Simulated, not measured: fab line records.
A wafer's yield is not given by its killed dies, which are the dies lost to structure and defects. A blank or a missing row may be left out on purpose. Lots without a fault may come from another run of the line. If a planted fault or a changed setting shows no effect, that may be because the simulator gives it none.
What tool caused it? || flow n5_finfet || 26 wafers from 11 lots sampled at 6 of the route's 1938 steps

WHAT THE GAUGES SHOWED, per wafer
N5_BEOL_M4_RC_MEAS_101. Usual: DIBL_N 36.4 mV/V, standard deviation 2.2; DIBL_P 36.3 mV/V, standard deviation 2.5; IOFF_N 0.17 nA/um, standard deviation 0.052; IOFF_P 0.23 nA/um, standard deviation 0.049; ION_N 674 uA/um, standard deviation 17; ION_P 464 uA/um, standard deviation 11; SS_N 71.7 mV/dec, standard deviation 0.98; SS_P 73.3 mV/dec, standard deviation 0.84; VT_N 250 mV, standard deviation 4; VT_P -249 mV, standard deviation 3.8.
{"lot": "L472", "measured": "day 8 18:25", "on": "prober-01", "DIBL_N (mV/V)": "36.5 34.8", "DIBL_P (mV/V)": "36.3 33.8", "IOFF_N (nA/um)": "0.15 0.11", "IOFF_P (nA/um)": "0.22 0.18", "ION_N (uA/um)": "686 627", "ION_P (uA/um)": "466 440", "SS_N (mV/dec)": "71.0 71.2", "SS_P (mV/dec)": "72.7 73.0", "VT_N (mV)": "247 259", "VT_P (mV)": "-249 -257", "flag": ""}
{"lot": "L474", "measured": "day 10 12:07", "on": "prober-02", "DIBL_N (mV/V)": "37.2 38.7", "DIBL_P (mV/V)": "36.4 39.8", "IOFF_N (nA/um)": "0.19 0.22", "IOFF_P (nA/um)": "0.25 0.33", "ION_N (uA/um)": "657 654", "ION_P (uA/um)": "448 455", "SS_N (mV/dec)": "73.0 72.3", "SS_P (mV/dec)": "74.4 75.3", "VT_N (mV)": "248 247", "VT_P (mV)": "-247 -245", "flag": ""}
{"lot": "L475", "measured": "day 10 17:28", "on": "prober-01", "DIBL_N (mV/V)": "35.7 39.7", "DIBL_P (mV/V)": "36.6 41.8", "IOFF_N (nA/um)": "0.16 0.26", "IOFF_P (nA/um)": "0.28 0.42", "ION_N (uA/um)": "683 714", "ION_P (uA/um)": "483 495", "SS_N (mV/dec)": "71.7 71.7", "SS_P (mV/dec)": "73.1 74.6", "VT_N (mV)": "250 241", "VT_P (mV)": "-239 -238", "flag": ""}
{"lot": "L479", "measured": "day 11 19:10", "on": "prober-01", "DIBL_N (mV/V)": "33.6 34.4", "DIBL_P (mV/V)": "34.8 35.8", "IOFF_N (nA/um)": "0.13 0.15", "IOFF_P (nA/um)": "0.18 0.20", "ION_N (uA/um)": "650 683", "ION_P (uA/um)": "443 464", "SS_N (mV/dec)": "72.0 72.2", "SS_P (mV/dec)": "73.4 73.1", "VT_N (mV)": "253 248", "VT_P (mV)": "-252 -250", "flag": ""}
{"lot": "L484", "measured": "day 12 20:25", "on": "prober-02", "DIBL_N (mV/V)": "37.6 43.4", "DIBL_P (mV/V)": "37.1 42.4", "IOFF_N (nA/um)": "0.18 0.33", "IOFF_P (nA/um)": "0.23 0.33", "ION_N (uA/um)": "681 675", "ION_P (uA/um)": "466 454", "SS_N (mV/dec)": "70.9 74.1", "SS_P (mV/dec)": "73.2 74.4", "VT_N (mV)": "247 241", "VT_P (mV)": "-250 -248", "flag": ""}
{"lot": "L487", "measured": "day 14 09:50", "on": "prober-01", "DIBL_N (mV/V)": "38.8 38.0 38.1", "DIBL_P (mV/V)": "38.8 36.3 37.9", "IOFF_N (nA/um)": "0.24 0.21 0.20", "IOFF_P (nA/um)": "0.27 0.22 0.25", "ION_N (uA/um)": "700 649 688", "ION_P (uA/um)": "478 447 467", "SS_N (mV/dec)": "71.9 73.6 72.5", "SS_P (mV/dec)": "74.3 74.4 73.7", "VT_N (mV)": "243 248 245", "VT_P (mV)": "-243 -251 -247", "flag": ""}
{"lot": "L490", "measured": "day 14 05:27", "on": "prober-02", "DIBL_N (mV/V)": "36.8 38.1", "DIBL_P (mV/V)": "36.9 38.4", "IOFF_N (nA/um)": "0.18 0.19", "IOFF_P (nA/um)": "0.24 0.25", "ION_N (uA/um)": "689 679", "ION_P (uA/um)": "468 463", "SS_N (mV/dec)": "71.7 72.0", "SS_P (mV/dec)": "72.9 73.9", "VT_N (mV)": "245 246", "VT_P (mV)": "-248 -245", "flag": ""}
{"lot": "L491", "measured": "day 14 14:22", "on": "prober-01", "DIBL_N (mV/V)": "33.2 37.1 35.7", "DIBL_P (mV/V)": "33.6 37.4 35.1", "IOFF_N (nA/um)": "0.11 0.18 0.15", "IOFF_P (nA/um)": "0.17 0.23 0.18", "ION_N (uA/um)": "667 695 659", "ION_P (uA/um)": "459 472 451", "SS_N (mV/dec)": "70.6 72.1 70.6", "SS_P (mV/dec)": "71.8 72.9 72.5", "VT_N (mV)": "252 244 251", "VT_P (mV)": "-249 -244 -252", "flag": ""}
{"lot": "L492", "measured": "day 14 19:58", "on": "prober-02", "DIBL_N (mV/V)": "35.2 35.0 36.6", "DIBL_P (mV/V)": "34.1 34.6 36.3", "IOFF_N (nA/um)": "0.15 0.14 0.17", "IOFF_P (nA/um)": "0.20 0.20 0.23", "ION_N (uA/um)": "683 675 689", "ION_P (uA/um)": "464 466 470", "SS_N (mV/dec)": "71.3 71.2 72.5", "SS_P (mV/dec)": "72.3 72.1 73.7", "VT_N (mV)": "249 251 249", "VT_P (mV)": "-251 -250 -249", "flag": ""}
{"lot": "L493", "measured": "day 15 12:50", "on": "prober-01", "DIBL_N (mV/V)": "35.3 37.2 32.0", "DIBL_P (mV/V)": "35.1 37.3 30.7", "IOFF_N (nA/um)": "0.15 0.19 0.11", "IOFF_P (nA/um)": "0.21 0.24 0.16", "ION_N (uA/um)": "679 687 676", "ION_P (uA/um)": "470 470 470", "SS_N (mV/dec)": "71.6 71.8 69.8", "SS_P (mV/dec)": "73.5 73.9 72.2", "VT_N (mV)": "252 247 255", "VT_P (mV)": "-248 -249 -253", "flag": ""}
{"lot": "L494", "measured": "day 15 13:28", "on": "prober-01", "DIBL_N (mV/V)": "33.5 34.1", "DIBL_P (mV/V)": "34.5 34.9", "IOFF_N (nA/um)": "0.12 0.14", "IOFF_P (nA/um)": "0.19 0.20", "ION_N (uA/um)": "652 674", "ION_P (uA/um)": "459 470", "SS_N (mV/dec)": "71.2 70.4", "SS_P (mV/dec)": "72.9 71.8", "VT_N (mV)": "255 248", "VT_P (mV)": "-249 -249", "flag": ""}

WHAT TOOL EACH LOT RAN ON (gives the tool, then ch and the chambers of the sampled wafers, and finally the start)
{"lot": "L472", "N5_BEOL_M3_PECVD_72": "pecvd-03 ch 0,2, day 7 05:48", "N5_BEOL_M3_SPUTTER_92": "pvd_sputter-02, day 7 20:42", "N5_BEOL_M3_CMP_52": "cmp-03 ch 1,3, day 7 21:41", "N5_BEOL_M3_PRE_CLEAN_60": "cvd_co-01 ch 2, day 7 22:01", "N5_BEOL_M3_DEP_57": "pecvd-03 ch 2, day 7 22:10"}
{"lot": "L474", "N5_BEOL_M3_PECVD_72": "pecvd-02 ch 0,2, day 8 17:52", "N5_BEOL_M3_SPUTTER_92": "pvd_sputter-03, day 9 15:02", "N5_BEOL_M3_CMP_52": "cmp-01 ch 1,2, day 9 16:05", "N5_BEOL_M3_PRE_CLEAN_60": "cvd_co-02 ch 0,1, day 9 16:18", "N5_BEOL_M3_DEP_57": "pecvd-03 ch 0, day 9 16:28"}
{"lot": "L475", "N5_BEOL_M3_PECVD_72": "pecvd-01 ch 0,2, day 9 18:43", "N5_BEOL_M3_SPUTTER_92": "pvd_sputter-01, day 10 02:43", "N5_BEOL_M3_CMP_52": "cmp-04 ch 0,2, day 10 03:52", "N5_BEOL_M3_PRE_CLEAN_60": "cvd_co-01 ch 0,2, day 10 04:07", "N5_BEOL_M3_DEP_57": "pecvd-03 ch 0,1, day 10 04:16"}
{"lot": "L479", "N5_BEOL_M3_PECVD_72": "pecvd-03 ch 1,2, day 10 08:38", "N5_BEOL_M3_SPUTTER_92": "pvd_sputter-01, day 11 04:11", "N5_BEOL_M3_CMP_52": "cmp-04 ch 0,2, day 11 05:12", "N5_BEOL_M3_PRE_CLEAN_60": "cvd_co-01 ch 0,1, day 11 05:32", "N5_BEOL_M3_DEP_57": "pecvd-01 ch 0,2, day 11 05:41"}
{"lot": "L484", "N5_BEOL_M3_PECVD_72": "pecvd-02 ch 0, day 10 20:34", "N5_BEOL_M3_SPUTTER_92": "pvd_sputter-02, day 12 01:39", "N5_BEOL_M3_CMP_52": "cmp-01 ch 0,2, day 12 02:47", "N5_BEOL_M3_PRE_CLEAN_60": "cvd_co-02 ch 1,2, day 12 03:03", "N5_BEOL_M3_DEP_57": "pecvd-03 ch 0, day 12 03:13"}
{"lot": "L487", "N5_BEOL_M3_PECVD_72": "pecvd-01 ch 0,1,2, day 11 17:01", "N5_BEOL_M3_SPUTTER_92": "pvd_sputter-02, day 13 11:59", "N5_BEOL_M3_CMP_52": "cmp-03 ch 0,2,3, day 13 13:16", "N5_BEOL_M3_PRE_CLEAN_60": "cvd_co-02 ch 0,2, day 13 13:34", "N5_BEOL_M3_DEP_57": "pecvd-01 ch 0,1, day 13 13:43"}
{"lot": "L490", "N5_BEOL_M3_PECVD_72": "pecvd-02 ch 0,1, day 12 15:29", "N5_BEOL_M3_SPUTTER_92": "pvd_sputter-02, day 13 09:18", "N5_BEOL_M3_CMP_52": "cmp-01 ch 1,3, day 13 10:22", "N5_BEOL_M3_PRE_CLEAN_60": "cvd_co-01 ch 0,2, day 13 10:41", "N5_BEOL_M3_DEP_57": "pecvd-01 ch 1,2, day 13 10:50"}
{"lot": "L491", "N5_BEOL_M3_PECVD_72": "pecvd-02 ch 0,2, day 12 17:32", "N5_BEOL_M3_SPUTTER_92": "pvd_sputter-02, day 13 16:22", "N5_BEOL_M3_CMP_52": "cmp-03 ch 0,1, day 13 17:43", "N5_BEOL_M3_PRE_CLEAN_60": "cvd_co-02 ch 0,1,2, day 13 18:02", "N5_BEOL_M3_DEP_57": "pecvd-02 ch 1,2, day 13 18:13"}
{"lot": "L492", "N5_BEOL_M3_PECVD_72": "pecvd-02 ch 0,1,2, day 12 20:43", "N5_BEOL_M3_SPUTTER_92": "pvd_sputter-01, day 13 18:11", "N5_BEOL_M3_CMP_52": "cmp-04 ch 0,1, day 13 19:07", "N5_BEOL_M3_PRE_CLEAN_60": "cvd_co-02 ch 0,1,2, day 13 19:27", "N5_BEOL_M3_DEP_57": "pecvd-01 ch 0,2, day 13 19:37"}
{"lot": "L493", "N5_BEOL_M3_PECVD_72": "pecvd-02 ch 0,1,2, day 13 06:34", "N5_BEOL_M3_SPUTTER_92": "pvd_sputter-02, day 13 23:16", "N5_BEOL_M3_CMP_52": "cmp-04 ch 0,3, day 14 00:14", "N5_BEOL_M3_PRE_CLEAN_60": "cvd_co-02 ch 0,1, day 14 00:32", "N5_BEOL_M3_DEP_57": "pecvd-03 ch 0,1,2, day 14 00:41"}
{"lot": "L494", "N5_BEOL_M3_PECVD_72": "pecvd-01 ch 0,2, day 13 12:53", "N5_BEOL_M3_SPUTTER_92": "pvd_sputter-03, day 14 01:06", "N5_BEOL_M3_CMP_52": "cmp-01 ch 0,1, day 14 02:07", "N5_BEOL_M3_PRE_CLEAN_60": "cvd_co-01 ch 1,2, day 14 02:22", "N5_BEOL_M3_DEP_57": "pecvd-01 ch 1,2, day 14 02:32"}
- N5_BEOL_M3_PECVD_72: deposits SiO2 from TEOS/O2, target thk 16 nm, time 18 s.
- N5_BEOL_M3_SPUTTER_92: material Cu, target thk 4.5 nm, time 8.29 s.
- N5_BEOL_M3_CMP_52: polishes, stops on SiOC, t overpolish 6.8 s, target thk 40 nm.
- N5_BEOL_M3_PRE_CLEAN_60: time 15 s.
- N5_BEOL_M3_DEP_57: deposits SiCN from 3MS/NH3, target thk 8 nm, time 14 s.

WHAT THE TOOLS THEMSELVES READ (means of the sampled wafers that have a number; where no wafer has one, the mark that the record gives instead)
N5_BEOL_M3_PECVD_72. Usual: heater_power_w 735 W, standard deviation 120; rf_fwd_power_W 445.3 W, standard deviation 1.2; showerhead_plenum_p_Torr 8.82 Torr, standard deviation 0.034; throttle_valve_pct 22.8 %, standard deviation 0.96.
{"lot": "L472", "tool": "pecvd-03", "heater_power_w (W)": 662, "rf_fwd_power_W (W)": 444.4, "showerhead_plenum_p_Torr (Torr)": 8.84, "throttle_valve_pct (%)": 22.2, "flag": ""}
{"lot": "L474", "tool": "pecvd-02", "heater_power_w (W)": 775, "rf_fwd_power_W (W)": 446.2, "showerhead_plenum_p_Torr (Torr)": 8.86, "throttle_valve_pct (%)": 22.9, "flag": ""}
{"lot": "L475", "tool": "pecvd-01", "heater_power_w (W)": 811, "rf_fwd_power_W (W)": 444.6, "showerhead_plenum_p_Torr (Torr)": 8.81, "throttle_valve_pct (%)": 22.8, "flag": ""}
{"lot": "L479", "tool": "pecvd-03", "heater_power_w (W)": 636, "rf_fwd_power_W (W)": 444.8, "showerhead_plenum_p_Torr (Torr)": 8.81, "throttle_valve_pct (%)": 22.2, "flag": ""}
{"lot": "L484", "tool": "pecvd-02", "heater_power_w (W)": 720, "rf_fwd_power_W (W)": 444.1, "showerhead_plenum_p_Torr (Torr)": 8.85, "throttle_valve_pct (%)": 22.5, "flag": ""}
{"lot": "L487", "tool": "pecvd-01", "heater_power_w (W)": 917, "rf_fwd_power_W (W)": 446.0, "showerhead_plenum_p_Torr (Torr)": 8.80, "throttle_valve_pct (%)": 23.2, "flag": ""}
{"lot": "L490", "tool": "pecvd-02", "heater_power_w (W)": 709, "rf_fwd_power_W (W)": 444.7, "showerhead_plenum_p_Torr (Torr)": 8.82, "throttle_valve_pct (%)": 23.1, "flag": ""}
{"lot": "L491", "tool": "pecvd-02", "heater_power_w (W)": 758, "rf_fwd_power_W (W)": 444.6, "showerhead_plenum_p_Torr (Torr)": 8.84, "throttle_valve_pct (%)": 22.0, "flag": ""}
{"lot": "L492", "tool": "pecvd-02", "heater_power_w (W)": 690, "rf_fwd_power_W (W)": 445.4, "showerhead_plenum_p_Torr (Torr)": 8.83, "throttle_valve_pct (%)": 22.7, "flag": ""}
{"lot": "L493", "tool": "pecvd-02", "heater_power_w (W)": 714, "rf_fwd_power_W (W)": 446.2, "showerhead_plenum_p_Torr (Torr)": 8.84, "throttle_valve_pct (%)": 22.7, "flag": ""}
{"lot": "L494", "tool": "pecvd-01", "heater_power_w (W)": 786, "rf_fwd_power_W (W)": 442.9, "showerhead_plenum_p_Torr (Torr)": 8.81, "throttle_valve_pct (%)": 22.9, "flag": ""}

N5_BEOL_M3_SPUTTER_92. Usual: chuck_gas_flow_sccm 1.26 sccm, standard deviation 0.051; substrate_temp_c -20.01 C, standard deviation 0.12; throttle_valve_pct 30.0 %, standard deviation 1.4.
{"lot": "L472", "tool": "pvd_sputter-02", "chuck_gas_flow_sccm (sccm)": 1.28, "substrate_temp_c (C)": -20.14, "throttle_valve_pct (%)": 30.8, "flag": ""}
{"lot": "L474", "tool": "pvd_sputter-03", "chuck_gas_flow_sccm (sccm)": 1.29, "substrate_temp_c (C)": -20.04, "throttle_valve_pct (%)": 29.4, "flag": ""}
{"lot": "L475", "tool": "pvd_sputter-01", "chuck_gas_flow_sccm (sccm)": 1.23, "substrate_temp_c (C)": -19.91, "throttle_valve_pct (%)": 30.8, "flag": ""}
{"lot": "L479", "tool": "pvd_sputter-01", "chuck_gas_flow_sccm (sccm)": 1.25, "substrate_temp_c (C)": -20.13, "throttle_valve_pct (%)": 29.4, "flag": ""}
{"lot": "L484", "tool": "pvd_sputter-02", "chuck_gas_flow_sccm (sccm)": 1.27, "substrate_temp_c (C)": -19.99, "throttle_valve_pct (%)": 31.6, "flag": ""}
{"lot": "L487", "tool": "pvd_sputter-02", "chuck_gas_flow_sccm (sccm)": 1.28, "substrate_temp_c (C)": -19.89, "throttle_valve_pct (%)": 30.8, "flag": ""}
{"lot": "L490", "tool": "pvd_sputter-02", "chuck_gas_flow_sccm (sccm)": 1.27, "substrate_temp_c (C)": -19.88, "throttle_valve_pct (%)": 30.8, "flag": ""}
{"lot": "L491", "tool": "pvd_sputter-02", "chuck_gas_flow_sccm (sccm)": 1.22, "substrate_temp_c (C)": -20.02, "throttle_valve_pct (%)": 30.9, "flag": ""}
{"lot": "L492", "tool": "pvd_sputter-01", "chuck_gas_flow_sccm (sccm)": 1.26, "substrate_temp_c (C)": -19.88, "throttle_valve_pct (%)": 30.1, "flag": ""}
{"lot": "L493", "tool": "pvd_sputter-02", "chuck_gas_flow_sccm (sccm)": 1.25, "substrate_temp_c (C)": -20.03, "throttle_valve_pct (%)": 30.0, "flag": ""}
{"lot": "L494", "tool": "pvd_sputter-03", "chuck_gas_flow_sccm (sccm)": 1.29, "substrate_temp_c (C)": -19.87, "throttle_valve_pct (%)": 29.5, "flag": ""}

N5_BEOL_M3_CMP_52. Usual: barrier_field_endpoint_s 24.7 s, standard deviation 0.74; motor_current_A 6.1 A, standard deviation 0.51; platen_rpm 50.00 rpm, standard deviation 0.032; slurry_filter_dp_kPa 13.51 kPa, standard deviation 0.14.
{"lot": "L472", "tool": "cmp-03", "barrier_field_endpoint_s (s)": 25.6, "motor_current_A (A)": 5.8, "platen_rpm (rpm)": 49.95, "slurry_filter_dp_kPa (kPa)": 13.57, "flag": ""}
{"lot": "L474", "tool": "cmp-01", "barrier_field_endpoint_s (s)": 25.3, "motor_current_A (A)": 6.8, "platen_rpm (rpm)": 49.99, "slurry_filter_dp_kPa (kPa)": 13.63, "flag": ""}
{"lot": "L475", "tool": "cmp-04", "barrier_field_endpoint_s (s)": 24.8, "motor_current_A (A)": 6.3, "platen_rpm (rpm)": 49.98, "slurry_filter_dp_kPa (kPa)": 13.42, "flag": ""}
{"lot": "L479", "tool": "cmp-04", "barrier_field_endpoint_s (s)": 29.4, "motor_current_A (A)": 5.9, "platen_rpm (rpm)": 49.99, "slurry_filter_dp_kPa (kPa)": 13.46, "flag": "OFF"}
{"lot": "L484", "tool": "cmp-01", "barrier_field_endpoint_s (s)": 25.0, "motor_current_A (A)": 6.2, "platen_rpm (rpm)": 50.00, "slurry_filter_dp_kPa (kPa)": 13.38, "flag": ""}
{"lot": "L487", "tool": "cmp-03", "barrier_field_endpoint_s (s)": 25.1, "motor_current_A (A)": 6.0, "platen_rpm (rpm)": 50.01, "slurry_filter_dp_kPa (kPa)": 13.38, "flag": ""}
{"lot": "L490", "tool": "cmp-01", "barrier_field_endpoint_s (s)": 24.7, "motor_current_A (A)": 6.8, "platen_rpm (rpm)": 49.99, "slurry_filter_dp_kPa (kPa)": 13.62, "flag": ""}
{"lot": "L491", "tool": "cmp-03", "barrier_field_endpoint_s (s)": 25.0, "motor_current_A (A)": 6.3, "platen_rpm (rpm)": 49.98, "slurry_filter_dp_kPa (kPa)": 13.42, "flag": ""}
{"lot": "L492", "tool": "cmp-04", "barrier_field_endpoint_s (s)": 23.9, "motor_current_A (A)": 6.3, "platen_rpm (rpm)": 49.97, "slurry_filter_dp_kPa (kPa)": 13.53, "flag": ""}
{"lot": "L493", "tool": "cmp-04", "barrier_field_endpoint_s (s)": 24.8, "motor_current_A (A)": 5.9, "platen_rpm (rpm)": 49.97, "slurry_filter_dp_kPa (kPa)": 13.54, "flag": ""}
{"lot": "L494", "tool": "cmp-01", "barrier_field_endpoint_s (s)": 25.3, "motor_current_A (A)": 6.7, "platen_rpm (rpm)": 50.02, "slurry_filter_dp_kPa (kPa)": 13.55, "flag": ""}

N5_BEOL_M3_PRE_CLEAN_60. Usual: heater_power_w 96 W, standard deviation 29; rf_fwd_power_W 297.4 W, standard deviation 1.1.
{"lot": "L472", "tool": "cvd_co-01", "heater_power_w (W)": 66, "rf_fwd_power_W (W)": 297.3, "flag": ""}
{"lot": "L474", "tool": "cvd_co-02", "heater_power_w (W)": 116, "rf_fwd_power_W (W)": 297.0, "flag": ""}
{"lot": "L475", "tool": "cvd_co-01", "heater_power_w (W)": 70, "rf_fwd_power_W (W)": 298.3, "flag": ""}
{"lot": "L479", "tool": "cvd_co-01", "heater_power_w (W)": 104, "rf_fwd_power_W (W)": 297.6, "flag": ""}
{"lot": "L484", "tool": "cvd_co-02", "heater_power_w (W)": 96, "rf_fwd_power_W (W)": 297.6, "flag": ""}
{"lot": "L487", "tool": "cvd_co-02", "heater_power_w (W)": 82, "rf_fwd_power_W (W)": 297.8, "flag": ""}
{"lot": "L490", "tool": "cvd_co-01", "heater_power_w (W)": 70, "rf_fwd_power_W (W)": 297.9, "flag": ""}
{"lot": "L491", "tool": "cvd_co-02", "heater_power_w (W)": 100, "rf_fwd_power_W (W)": 298.3, "flag": ""}
{"lot": "L492", "tool": "cvd_co-02", "heater_power_w (W)": 98, "rf_fwd_power_W (W)": 297.1, "flag": ""}
{"lot": "L493", "tool": "cvd_co-02", "heater_power_w (W)": 115, "rf_fwd_power_W (W)": 297.8, "flag": ""}
{"lot": "L494", "tool": "cvd_co-01", "heater_power_w (W)": 102, "rf_fwd_power_W (W)": 298.4, "flag": ""}

N5_BEOL_M3_DEP_57. Usual: rf_fwd_power_W 200.0 W, standard deviation 0.79; showerhead_plenum_p_Torr 3.672 Torr, standard deviation 0.0086; throttle_valve_pct 9.3 %, standard deviation 0.43.
{"lot": "L472", "tool": "pecvd-03", "rf_fwd_power_W (W)": 199.6, "showerhead_plenum_p_Torr (Torr)": 3.675, "throttle_valve_pct (%)": 8.8, "flag": ""}
{"lot": "L474", "tool": "pecvd-03", "rf_fwd_power_W (W)": 199.6, "showerhead_plenum_p_Torr (Torr)": 3.684, "throttle_valve_pct (%)": 9.1, "flag": ""}
{"lot": "L475", "tool": "pecvd-03", "rf_fwd_power_W (W)": 199.2, "showerhead_plenum_p_Torr (Torr)": 3.678, "throttle_valve_pct (%)": 8.9, "flag": ""}
{"lot": "L479", "tool": "pecvd-01", "rf_fwd_power_W (W)": 200.4, "showerhead_plenum_p_Torr (Torr)": 3.673, "throttle_valve_pct (%)": 9.3, "flag": ""}
{"lot": "L484", "tool": "pecvd-03", "rf_fwd_power_W (W)": 198.8, "showerhead_plenum_p_Torr (Torr)": 3.686, "throttle_valve_pct (%)": 9.2, "flag": ""}
{"lot": "L487", "tool": "pecvd-01", "rf_fwd_power_W (W)": 200.0, "showerhead_plenum_p_Torr (Torr)": 3.670, "throttle_valve_pct (%)": 9.8, "flag": ""}
{"lot": "L490", "tool": "pecvd-01", "rf_fwd_power_W (W)": 200.6, "showerhead_plenum_p_Torr (Torr)": 3.667, "throttle_valve_pct (%)": 9.4, "flag": ""}
{"lot": "L491", "tool": "pecvd-02", "rf_fwd_power_W (W)": 199.7, "showerhead_plenum_p_Torr (Torr)": 3.673, "throttle_valve_pct (%)": 9.4, "flag": ""}
{"lot": "L492", "tool": "pecvd-01", "rf_fwd_power_W (W)": 200.8, "showerhead_plenum_p_Torr (Torr)": 3.666, "throttle_valve_pct (%)": 9.5, "flag": ""}
{"lot": "L493", "tool": "pecvd-03", "rf_fwd_power_W (W)": 199.1, "showerhead_plenum_p_Torr (Torr)": 3.680, "throttle_valve_pct (%)": 9.0, "flag": ""}
{"lot": "L494", "tool": "pecvd-01", "rf_fwd_power_W (W)": 200.4, "showerhead_plenum_p_Torr (Torr)": 3.670, "throttle_valve_pct (%)": 9.4, "flag": ""}

THE ANSWER, worked out from the rows above alone
Rule: a lot is off if the mean of its wafers that have a number lies more than 3 standard deviations from the usual mean. A lot without any number at a reading at which 4 lots or more have one is off too. Where the step has rows for the other lots, those lots are counted as sound. Order of review: gauges by route order, followed by the tools' own readings, for which a lot's mean as printed above is used. At the first step where some lot is off, the reading lying furthest off is the one used; lots without a number count as furthest.
Off: L479 (N5_BEOL_M3_CMP_52, barrier_field_endpoint_s).
A tool fits if, at that step or a process step before it, it ran every lot that is off, and no sound lot after the first of them. One candidate fits, namely pecvd-03 at N5_BEOL_M3_PECVD_72. Its last sound lot is L472 (day 7 05:48), its first lot that is off L479 (day 10 08:38): a fault that began between those two fits.

WHAT WAS PUT IN BY THE SIMULATOR
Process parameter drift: pecvd-03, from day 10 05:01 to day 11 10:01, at N5_BEOL_M3_PECVD_72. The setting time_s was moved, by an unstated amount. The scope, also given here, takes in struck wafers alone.
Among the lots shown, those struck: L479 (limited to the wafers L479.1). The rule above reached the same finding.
